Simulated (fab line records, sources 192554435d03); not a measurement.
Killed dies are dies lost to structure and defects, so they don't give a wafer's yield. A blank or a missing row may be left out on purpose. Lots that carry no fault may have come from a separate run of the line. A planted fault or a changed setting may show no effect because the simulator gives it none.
Matching of chambers + flow n5-finfet + N5_BEOL_M10_DEP_56 on pecvd-03 has 3 sister chambers
The step deposits SiCN from 3MS/NH3, target thk 15 nm, time 26.5 s. 3 wafers are shown with their chamber, then 6 later ones without.

## WAFERS WITH THEIR CHAMBER
| wafer  | chamber | throttle-valve-pct (%) |
|--------|---------|------------------------|
| L718.5 | 0       | 9.2                    |
| L721.4 | 1       | 9.1                    |
| L721.6 | 2       | 8.9                    |

## WAFERS WITH NO CHAMBER GIVEN
| wafer  | throttle-valve-pct (%) |
|--------|------------------------|
| L726.1 | 8.7                    |
| L726.3 | 9.3                    |
| L726.6 | 9.2                    |
| L729.2 | 8.3                    |
| L729.3 | 9.1                    |
| L729.6 | 9.2                    |

## THE CHAMBER EACH PASSED THROUGH
| wafer  | from the rows above          | in truth |
|--------|------------------------------|----------|
| L726.1 | can't be placed: 2 or 1 or 0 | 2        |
| L726.3 | can't be placed: 0 or 1 or 2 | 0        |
| L726.6 | can't be placed: 0 or 1 or 2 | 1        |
| L729.2 | can't be placed: 2 or 1 or 0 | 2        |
| L729.3 | can't be placed: 1 or 0 or 2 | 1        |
| L729.6 | can't be placed: 0 or 1 or 2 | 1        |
Placed correctly: 0 of 6. These rows do not allow placing 6 (true chamber among the candidates in 6). Number placed wrongly: 0.
How it was worked out, from the rows above alone: a wafer's distance from a chamber is the root of the sum, over the readings, of the square of ((its reading less the chamber's mean) divided by the reading's scatter). If the next closest chamber is less than 2 further off than the closest, the wafer can't be placed; otherwise it belongs to the closest. Each chamber's mean is taken over the wafers shown for it. The scatter (one wafer shown for each chamber): square how far every hidden wafer sits from the nearest shown wafer, average those squares and take the square root.
